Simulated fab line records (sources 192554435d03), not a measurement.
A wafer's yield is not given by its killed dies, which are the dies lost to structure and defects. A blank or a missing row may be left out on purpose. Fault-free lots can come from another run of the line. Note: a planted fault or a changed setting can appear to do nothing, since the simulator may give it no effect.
fab line records	flow n5_finfet	part 1 of 2: steps 1 to 4 of 6
[record] lots = 23	wafers = 69	last_day = 20
route steps=1938 shown SD_EPI_N@275 ILD0@338 SDB@358
lots that met no fault: taken from a fault-free run of the same line
start_h: hours from the record's first day to the start of the lot's first wafer shown	wait_h: hours from the lot's prior step to this one	" same as the row above	L1.1+2: several wafers, shown together as one row	- no value, or no start given	* or withheld: withheld	< > ~ a bound
route shown NAME@n: a module of which the file shows steps, and the number in the route of the first	usual: the fault-free wafers' mean and standard deviation	same: alike in all rows	chamber/n: place in a boat	sites: readings site by site	_std_site: how widely they spread, as a standard deviation	_edge_site: outer sites' mean less inner sites'	radius_mm: for every site, how far away it sits from the centre of the wafer	mask NAME#n: copy n	behind: tool/chamber where the wafer was last shaped	hold: why the lot was held/for how many hours/how that ended	device: whichever transistor did not switch (one of n, p or np)	end of line: the route-end tests of the same wafers	a step without rows: its recipe alone	killed: the dies lost at the first sort to structure and to defects; this is not the yield of the wafer	map: dies across one wafer; x = killed, . = not, _ = none there
set.NAME: setting as actually run; set.NAME@STEP: the setting as run at that earlier step	model.NAME: the simulator's own value behind a step, which no gauge read
one table for each step of the route and one row for each wafer, over a sample of lots
services: from which hour (start_h, from the record's first day; less than 0 if before it) a tool's chamber was out of use, for how many hours, and why
[[steps]]
[step N5_SD_EPI_N_ETCH_35]
[recipe] chemistry = N2/H2	target = SOC	overetch_a = 1080	mask_material = SiARC	temp_c = 40	ion_energy_ev = 100	source_w = 3000	bias_w = 133	pressure_mtorr = 20	time_s = 486	n2_flow_sccm = 200	h2_flow_sccm = 200
[usual] bias_w = 133.0/0.35	drypump_motor_current_A = 5.7/0.36	oes_product_au = 0.71/0.077	rf_vpp_V = 241.5/1.3	showerhead_plenum_p_Torr = 2.60/0.08	throttle_valve_pct = 23.61/0.26
[same] time_s = 486
lot.wafer	tool	chamber	start_h	wait_h	bias_w	drypump_motor_current_A	oes_product_au	rf_hours_counter_h	rf_vpp_V	showerhead_plenum_p_Torr	throttle_valve_pct
L074.2	rie_diel-04	2	49.59	0.0	133.8	6.0	0.68	154	240.3	2.52	23.87
L074.4	"	3	"	"	132.9	5.5	0.63	219	242.2	2.60	23.60
L074.6	"	1	"	"	132.7	6.2	0.68	-	243.1	2.65	23.91
L075.2	rie_diel-04	0	56.22	0.0	133.5	6.1	0.62	235	241.1	2.61	23.79
L075.4	"	1	"	"	133.4	6.2	0.68	152	241.9	2.64	23.91
L075.5	"	1	"	"	133.3	6.2	0.69	-	242.0	2.64	23.94
L076.3	rie_diel-04	0	64.98	0.0	133.1	6.1	0.61	238	240.4	2.61	23.79
L076.4	"	3	"	"	132.7	5.5	0.63	224	241.6	2.59	23.63
L076.5	"	0	"	"	132.0	6.1	0.61	-	240.7	2.61	23.79
L077.1	rie_diel-04	1	66.79	0.0	133.5	6.2	0.69	156	240.7	2.64	23.92
L077.5	"	3	"	"	133.1	5.5	0.63	-	242.8	2.59	23.62
L077.6	"	2	"	"	132.8	5.9	0.68	-	240.4	2.52	23.89
L078.1	rie_diel-01	0	74.06	0.0	132.7	5.9	0.62	244	239.8	2.39	23.40
L078.4	"	2	"	"	132.9	5.9	0.78	27	243.6	2.70	23.37
L078.5	"	0	"	"	133.4	5.9	0.61	-	239.9	2.39	23.40
L079.1	rie_diel-06	0	78.53	0.0	133.6	5.2	0.64	233	241.8	2.59	23.12
L079.2	"	2	"	"	132.7	5.6	0.63	215	241.2	2.63	23.77
L079.3	"	3	"	"	132.6	5.0	0.66	172	239.3	2.42	23.37
L080.1	rie_diel-01	2	84.24	0.0	133.3	5.9	0.78	30	243.5	2.70	23.37
L080.2	"	1	"	"	133.0	5.3	0.68	177	242.9	2.62	23.83
L080.4	"	0	"	"	133.1	5.9	0.61	247	237.3	2.39	23.40
L081.2	rie_diel-01	3	90.82	0.0	133.1	5.3	0.82	16	241.5	2.59	23.45
L081.3	"	1	"	"	132.6	5.3	0.67	178	241.5	2.62	23.83
L081.4	"	2	"	"	132.8	5.9	0.78	31	243.9	2.70	23.38
L082.3	rie_diel-04	1	98.82	0.0	132.6	6.2	0.67	166	243.5	2.64	23.93
L082.5	"	3	"	"	133.1	5.5	0.62	-	241.0	2.59	23.61
L082.6	"	1	"	"	133.1	6.2	0.68	-	241.5	2.64	23.94
L083.1	rie_diel-06	3	107.06	0.0	133.2	4.9	0.65	180	239.4	2.42	23.39
L083.3	"	0	"	"	133.4	5.2	0.64	241	241.4	2.58	23.13
L083.5	"	3	"	"	133.2	4.9	0.65	-	239.2	2.42	23.40
L084.3	rie_diel-04	3	113.55	0.0	133.4	5.5	0.61	243	241.0	2.59	23.62
L084.5	"	3	"	"	133.7	5.5	0.62	-	243.5	2.59	23.62
L084.6	"	1	"	"	132.7	6.2	0.67	-	243.0	2.64	23.93
L085.3	rie_diel-01	3	119.04	0.2	133.0	5.3	0.80	-	242.2	2.58	23.46
L085.4	"	2	"	"	132.9	5.9	0.76	-	241.4	2.70	23.41
L085.6	"	2	"	"	133.1	5.9	0.77	-	244.9	2.70	23.41
L086.2	rie_diel-04	2	126.81	0.0	132.6	5.9	0.67	182	241.1	2.51	23.91
L086.3	"	3	"	"	133.1	5.5	0.62	249	239.3	2.58	23.64
L086.5	"	1	"	"	133.4	6.2	0.67	-	242.4	2.63	23.96
L087.1	rie_diel-04	2	132.55	0.0	132.7	5.9	0.66	185	239.9	2.51	23.93
L087.2	"	0	"	"	132.3	6.1	0.87	7	242.3	2.60	23.39
L087.5	"	2	"	"	132.9	5.9	0.66	-	241.9	2.51	23.94
L088.1	rie_diel-01	3	136.19	0.0	132.4	5.2	0.79	31	240.4	2.58	23.45
L088.3	"	0	"	"	133.3	5.9	0.85	4	243.5	2.70	23.25
L088.6	"	3	"	"	132.7	5.2	0.79	-	241.7	2.58	23.45
L089.2	rie_diel-04	0	144.33	0.0	134.1	6.1	0.86	12	241.9	2.60	23.39
L089.3	"	2	"	"	133.1	5.9	0.65	190	240.3	2.51	23.93
L089.5	"	1	"	"	133.1	6.2	0.66	-	242.3	2.63	23.96
L090.4	rie_diel-01	3	144.78	0.0	133.2	5.2	0.79	33	241.8	2.58	23.47
L090.5	"	1	"	"	132.4	5.3	0.66	-	242.9	2.61	23.83
L090.6	"	2	"	"	133.3	5.9	0.76	-	242.4	2.70	23.41
L091.2	rie_diel-01	2	156.03	0.0	133.0	5.9	0.75	53	243.3	2.69	23.42
L091.4	"	1	"	"	133.1	5.3	0.66	196	242.6	2.61	23.84
L091.6	"	0	"	"	132.7	5.9	0.83	-	243.0	2.70	23.24
L092.3	rie_diel-06	1	157.44	0.0	132.9	5.5	0.74	69	242.2	2.56	23.73
L092.4	"	1	"	"	133.4	5.6	0.75	-	240.6	2.56	23.74
L092.5	"	3	"	"	133.0	5.0	0.64	-	241.3	2.41	23.43
L093.1	rie_diel-01	0	167.73	0.0	132.2	5.9	0.81	15	242.1	2.70	23.25
L093.2	"	2	"	"	132.7	5.9	0.75	57	243.0	2.69	23.41
L093.6	"	2	"	"	132.9	5.9	0.75	-	241.3	2.69	23.42
L095.2	rie_diel-01	2	177.25	0.0	133.3	5.9	0.73	61	240.8	2.69	23.42
L095.3	"	0	"	"	132.9	5.9	0.80	19	242.8	2.70	23.26
L095.6	"	1	"	"	132.9	5.3	0.65	-	241.7	2.61	23.83
L096.1	rie_diel-06	2	181.05	0.0	133.3	5.6	0.60	249	241.7	2.61	23.81
L096.2	"	3	"	"	133.1	4.9	0.63	210	238.6	2.40	23.41
L096.4	"	0	"	"	133.2	5.2	0.87	2	243.8	2.58	22.77
L097.1	rie_diel-01	0	191.22	0.0	132.7	5.9	0.79	25	242.5	2.70	23.25
L097.2	"	2	"	"	132.9	5.9	0.72	68	243.7	2.69	23.43
L097.4	"	0	"	"	132.5	5.9	0.79	-	242.8	2.70	23.26
[step N5_SD_EPI_N_ETCHBACK_44]
[recipe] chemistry = CH3F/O2	mode = anisotropic_etchback	target = SiNx	target_depth_a = 145	stop_on = SiO2	over_etch_frac = 0.3	ion_energy_ev = 120	pressure_mtorr = 30	source_w = 395	bias_w = 73	Ar_flow_sccm = 150	CH3F_flow_sccm = 30	O2_flow_sccm = 20
[usual] bias_w = 72.99/0.2	drypump_motor_current_A = 5.7/0.36	oes_product_au = 0.67/0.073	rf_vpp_V = 298/6.7	showerhead_plenum_p_Torr = 2.05/0.059	throttle_valve_pct = 16.25/0.28
lot.wafer	tool	chamber	start_h	wait_h	bias_w	drypump_motor_current_A	oes_product_au	rf_hours_counter_h	rf_vpp_V	showerhead_plenum_p_Torr	throttle_valve_pct
L074.2	rie_diel-04	2	49.91	0.0	72.87	5.9	0.65	154	300	2.01	16.37
L074.4	"	3	"	"	73.42	5.5	0.60	219	315	2.07	16.34
L074.6	"	1	"	"	73.37	6.2	0.66	-	298	2.10	16.71
L075.2	rie_diel-04	0	56.54	0.0	73.15	6.1	0.59	235	303	2.05	16.22
L075.4	"	1	"	"	73.03	6.2	0.65	153	295	2.10	16.72
L075.5	"	1	"	"	72.78	6.2	0.65	-	297	2.10	16.71
L076.3	rie_diel-04	0	65.30	0.0	72.96	6.1	0.58	238	301	2.05	16.23
L076.4	"	3	"	"	72.89	5.5	0.61	225	313	2.07	16.37
L076.5	"	0	"	"	72.89	6.1	0.59	-	301	2.05	16.21
L077.1	rie_diel-04	1	67.11	0.0	73.22	6.2	0.65	156	298	2.10	16.71
L077.5	"	3	"	"	73.08	5.5	0.60	-	314	2.07	16.36
L077.6	"	2	"	"	73.02	5.9	0.64	-	302	2.00	16.40
L078.1	rie_diel-01	0	74.38	0.0	72.82	5.9	0.59	244	293	1.90	16.28
L078.4	"	2	"	"	72.95	5.9	0.75	27	293	2.11	15.90
L078.5	"	0	"	"	73.01	5.9	0.59	-	294	1.90	16.27
L079.1	rie_diel-06	0	78.85	0.0	72.91	5.2	0.61	233	305	2.04	16.05
L079.2	"	2	"	"	72.80	5.6	0.60	215	286	2.06	16.21
L079.3	"	3	"	"	73.02	4.9	0.62	172	298	1.91	16.31
L080.1	rie_diel-01	2	84.56	0.0	72.89	5.9	0.74	30	292	2.11	15.91
L080.2	"	1	"	"	72.99	5.3	0.64	177	298	2.08	16.46
L080.4	"	0	"	"	72.99	5.9	0.59	247	293	1.90	16.28
L081.2	rie_diel-01	3	91.14	0.0	72.84	5.2	0.79	17	288	2.05	16.02
L081.3	"	1	"	"	73.32	5.3	0.64	178	297	2.08	16.47
L081.4	"	2	"	"	73.04	5.9	0.74	32	292	2.11	15.91
L082.3	rie_diel-04	1	99.14	0.0	72.86	6.2	0.65	167	296	2.09	16.74
L082.5	"	3	"	"	73.04	5.5	0.60	-	313	2.06	16.38
L082.6	"	1	"	"	72.61	6.2	0.64	-	297	2.09	16.73
L083.1	rie_diel-06	3	107.38	0.0	72.98	4.9	0.62	180	295	1.91	16.32
L083.3	"	0	"	"	72.89	5.2	0.61	241	306	2.04	16.09
L083.5	"	3	"	"	73.01	4.9	0.62	-	296	1.91	16.33
L084.3	rie_diel-04	3	113.87	0.0	73.04	5.5	0.60	243	313	2.06	16.39
L084.5	"	3	"	"	72.96	5.5	0.59	-	315	2.06	16.37
L084.6	"	1	"	"	73.20	6.2	0.64	-	296	2.09	16.75
L085.3	rie_diel-01	3	119.42	0.1	72.85	5.2	0.76	-	288	2.05	16.05
L085.4	"	2	"	"	72.98	5.9	0.73	-	292	2.10	15.92
L085.6	"	2	"	"	73.12	5.9	0.73	-	292	2.10	15.92
L086.2	rie_diel-04	2	127.13	0.0	72.96	6.0	0.63	182	301	2.00	16.44
L086.3	"	3	"	"	73.26	5.5	0.58	249	315	2.06	16.40
L086.5	"	1	"	"	73.10	6.2	0.64	-	296	2.09	16.77
L087.1	rie_diel-04	2	132.88	0.0	72.82	6.0	0.63	185	301	2.00	16.42
L087.2	"	0	"	"	73.01	6.0	0.84	7	303	2.05	15.76
L087.5	"	2	"	"	72.72	5.9	0.64	-	300	2.00	16.45
L088.1	rie_diel-01	3	136.52	0.0	72.82	5.3	0.75	31	287	2.05	16.06
L088.3	"	0	"	"	73.05	5.9	0.81	4	297	2.15	15.87
L088.6	"	3	"	"	72.83	5.2	0.76	-	287	2.05	16.05
L089.2	rie_diel-04	0	144.66	0.0	73.04	6.1	0.82	12	301	2.05	15.78
L089.3	"	2	"	"	72.70	6.0	0.63	190	300	1.99	16.45
L089.5	"	1	"	"	73.11	6.2	0.63	-	295	2.09	16.79
L090.4	rie_diel-01	3	145.11	0.0	72.87	5.3	0.76	33	289	2.05	16.06
L090.5	"	1	"	"	73.06	5.3	0.63	-	296	2.08	16.50
L090.6	"	2	"	"	73.11	5.9	0.71	-	292	2.10	15.93
L091.2	rie_diel-01	2	156.36	0.0	72.97	5.9	0.71	53	292	2.10	15.93
L091.4	"	1	"	"	73.01	5.3	0.63	196	298	2.07	16.50
L091.6	"	0	"	"	73.09	5.9	0.79	-	299	2.15	15.87
L092.3	rie_diel-06	1	157.76	0.0	72.99	5.6	0.72	69	301	2.02	16.40
L092.4	"	1	"	"	73.14	5.5	0.72	-	300	2.02	16.41
L092.5	"	3	"	"	73.11	4.9	0.61	-	296	1.91	16.36
L093.1	rie_diel-01	0	168.05	0.0	72.99	5.9	0.78	15	297	2.15	15.89
L093.2	"	2	"	"	72.55	5.9	0.71	58	293	2.10	15.96
L093.6	"	2	"	"	72.93	5.9	0.71	-	291	2.10	15.97
L095.2	rie_diel-01	2	177.58	0.0	72.91	5.9	0.70	62	292	2.10	15.97
L095.3	"	0	"	"	72.73	5.9	0.77	19	298	2.14	15.91
L095.6	"	1	"	"	73.03	5.3	0.62	-	298	2.07	16.51
L096.1	rie_diel-06	2	181.38	0.0	73.20	5.6	0.58	249	286	2.05	16.27
L096.2	"	3	"	"	73.22	4.9	0.60	210	295	1.90	16.38
L096.4	"	0	"	"	72.95	5.2	0.84	2	305	2.03	15.63
L097.1	rie_diel-01	0	191.55	0.0	72.86	5.9	0.75	26	298	2.14	15.89
L097.2	"	2	"	"	73.32	5.9	0.69	68	291	2.09	15.97
L097.4	"	0	"	"	72.78	5.9	0.76	-	297	2.14	15.90
[step N5_ILD0_CMP_03]
[recipe] stop_on = SiNx	t_overpolish_s = 1.9	post_cmp_clean = alkaline_brush	down_force_psi = 4.1491	platen_rpm = 51.796	pad_velocity_m_s = 1.0306	target_thk_nm = 197.38
[usual] motor_current_A = 12.6/0.8	overpolish_run_s = 1.899/0.0093	pad_life_wafers = 1184/550	time_to_endpoint_s = 73/4
lot.wafer	tool	chamber	start_h	wait_h	motor_current_A	overpolish_run_s	pad_life_wafers	time_to_endpoint_s
L074.2	cmp-02	0	61.17	0.0	13.7	1.883	1626	73
L074.4	"	2	"	"	12.1	1.900	1628	77
L074.6	"	0	"	"	13.4	1.908	-	75
L075.2	cmp-01	1	67.58	0.0	11.8	1.900	954	73
L075.4	"	2	"	"	11.3	1.904	955	71
L075.5	"	2	"	"	12.1	1.907	-	71
L076.4	cmp-03	3	76.78	0.0	13.2	1.926	756	70
L076.3	"	2	"	"	12.4	1.894	759	67
L076.5	"	3	"	"	13.2	1.902	-	70
L077.1	cmp-01	0	78.53	0.1	11.4	1.904	1021	74
L077.6	"	3	"	"	13.2	1.906	-	73
L077.5	"	0	"	"	11.9	1.917	-	71
L078.4	cmp-03	2	85.65	0.1	12.8	1.905	823	71
L078.1	"	0	"	"	13.0	1.894	825	75
L078.5	"	2	"	"	12.7	1.908	-	73
L079.1	cmp-01	3	90.43	0.0	12.3	1.901	1104	69
L079.2	"	0	"	"	13.1	1.896	1105	71
L079.3	"	2	"	"	11.5	1.896	1107	70
L080.4	cmp-03	3	96.80	0.0	13.3	1.914	882	73
L080.1	"	1	"	"	11.9	1.899	884	71
L080.2	"	2	"	"	13.4	1.906	885	69
L081.3	cmp-03	3	104.40	0.2	12.8	1.891	936	73
L081.2	"	0	"	"	13.2	1.913	937	77
L081.4	"	1	"	"	11.9	1.885	938	73
L082.3	cmp-03	2	111.61	0.1	12.9	1.900	1011	75
L082.5	"	3	"	"	13.1	1.894	-	72
L082.6	"	0	"	"	14.0	1.912	-	75
L083.1	cmp-03	2	119.29	0.2	13.2	1.891	1124	74
L083.3	"	3	"	"	12.9	1.916	1125	80
L083.5	"	0	"	"	13.5	1.890	-	80
L084.3	cmp-03	0	125.64	0.0	13.5	1.911	1188	78
L084.5	"	0	"	"	13.5	1.911	-	76
L084.6	"	1	"	"	11.9	1.899	-	71
L085.4	cmp-01	0	132.43	0.1	12.2	1.915	1513	69
L085.3	"	2	"	"	11.7	1.900	1515	68
L085.6	"	3	"	"	13.1	1.913	-	70
L086.2	cmp-01	3	138.38	0.2	13.2	1.897	1614	67
L086.3	"	1	"	"	11.8	1.891	1616	72
L086.5	"	3	"	"	14.3	1.901	-	69
L087.1	cmp-03	0	144.83	0.1	13.9	1.890	1297	79
L087.2	"	2	"	"	13.5	1.888	1299	71
L087.5	"	3	"	"	12.9	1.903	-	77
L088.1	cmp-03	3	148.97	0.1	13.1	1.917	1328	74
L088.3	"	0	"	"	13.5	1.899	1329	78
L088.6	"	2	"	"	12.6	1.895	-	75
L089.2	cmp-02	2	156.63	0.2	13.0	1.901	2048	84
L089.3	"	3	"	"	13.3	1.901	2049	71
L089.5	"	1	"	"	10.9	1.905	-	80
L090.4	cmp-03	2	157.08	0.1	13.6	1.906	1399	73
L090.6	"	1	"	"	11.8	1.903	-	72
L090.5	"	2	"	"	13.4	1.900	-	71
L091.4	cmp-03	0	168.39	0.1	13.9	1.906	1496	82
L091.2	"	1	"	"	11.5	1.886	1497	78
L091.6	"	2	"	"	12.7	1.883	-	74
L092.3	cmp-01	2	172.30	0.1	10.9	1.891	1933	75
L092.4	"	0	"	"	12.2	1.895	1935	74
L092.5	"	1	"	"	12.1	1.925	-	75
L093.1	cmp-01	1	180.31	0.1	12.0	1.897	1982	77
L093.2	"	2	"	"	11.7	1.898	1983	79
L093.6	"	3	"	"	12.3	1.892	-	75
L095.2	cmp-02	1	189.26	0.1	10.9	1.911	151	70
L095.3	"	2	"	"	13.0	1.893	152	70
L095.6	"	0	"	"	13.2	1.888	-	66
L096.4	cmp-01	0	194.14	0.0	12.8	1.894	66	67
L096.1	"	2	"	"	11.9	1.908	68	68
L096.2	"	3	"	"	13.4	1.894	69	65
L097.2	cmp-01	2	205.38	0.0	12.0	1.907	150	70
L097.4	"	3	"	"	13.2	1.890	151	68
L097.1	"	0	"	"	12.1	1.898	152	67
[step N5_SDB_INSPECT_13]
[recipe] mode = adi	inspect_instrument = brightfield
[usual] raw_defect_count = 79/37
lot.wafer	tool	chamber	start_h	wait_h	raw_defect_count
L074.2	defect_inspect-01	-	65.60	0.0	36
L074.4	"	-	"	"	64
L074.6	"	-	"	"	76
L075.2	defect_inspect-01	-	72.13	0.0	67
L075.4	"	-	"	"	105
L075.5	"	-	"	"	110
L076.3	defect_inspect-02	-	81.18	0.0	57
L076.4	"	-	"	"	128
L076.5	"	-	"	"	155
L077.1	defect_inspect-02	-	83.71	0.0	56
L077.5	"	-	"	"	118
L077.6	"	-	"	"	32
L078.1	defect_inspect-02	-	90.49	0.0	155
L078.4	"	-	"	"	71
L078.5	"	-	"	"	53
L079.1	defect_inspect-02	-	95.22	0.0	68
L079.2	"	-	"	"	85
L079.3	"	-	"	"	216
L080.1	defect_inspect-01	-	101.32	0.0	69
L080.2	"	-	"	"	75
L080.4	"	-	"	"	88
L081.2	defect_inspect-02	-	109.61	0.0	85
L081.3	"	-	"	"	127
L081.4	"	-	"	"	118
L082.3	defect_inspect-01	-	116.00	0.0	35
L082.5	"	-	"	"	36
L082.6	"	-	"	"	61
L083.1	defect_inspect-01	-	123.74	0.0	118
L083.3	"	-	"	"	61
L083.5	"	-	"	"	67
L084.3	defect_inspect-01	-	130.25	0.0	53
L084.5	"	-	"	"	50
L084.6	"	-	"	"	29
L085.3	defect_inspect-02	-	136.79	0.0	79
L085.4	"	-	"	"	36
L085.6	"	-	"	"	58
L086.2	defect_inspect-02	-	143.56	0.0	119
L086.3	"	-	"	"	178
L086.5	"	-	"	"	97
L087.1	defect_inspect-02	-	149.99	0.0	23
L087.2	"	-	"	"	41
L087.5	"	-	"	"	45
L088.1	defect_inspect-02	-	153.29	0.0	58
L088.3	"	-	"	"	42
L088.6	"	-	"	"	63
L089.2	defect_inspect-01	-	160.86	0.0	68
L089.3	"	-	"	"	107
L089.5	"	-	"	"	129
L090.4	defect_inspect-01	-	161.47	0.0	105
L090.5	"	-	"	"	47
L090.6	"	-	"	"	66
L091.2	defect_inspect-02	-	173.01	0.0	69
L091.4	"	-	"	"	102
L091.6	"	-	"	"	77
L092.3	defect_inspect-02	-	176.53	0.0	53
L092.4	"	-	"	"	84
L092.5	"	-	"	"	43
L093.1	defect_inspect-02	-	184.90	0.0	26
L093.2	"	-	"	"	26
L093.6	"	-	"	"	40
L095.2	defect_inspect-02	-	193.51	0.0	60
L095.3	"	-	"	"	84
L095.6	"	-	"	"	98
L096.1	defect_inspect-02	-	198.51	0.0	60
L096.2	"	-	"	"	54
L096.4	"	-	"	"	66
L097.1	defect_inspect-02	-	209.79	0.0	45
L097.2	"	-	"	"	75
L097.4	"	-	"	"	84
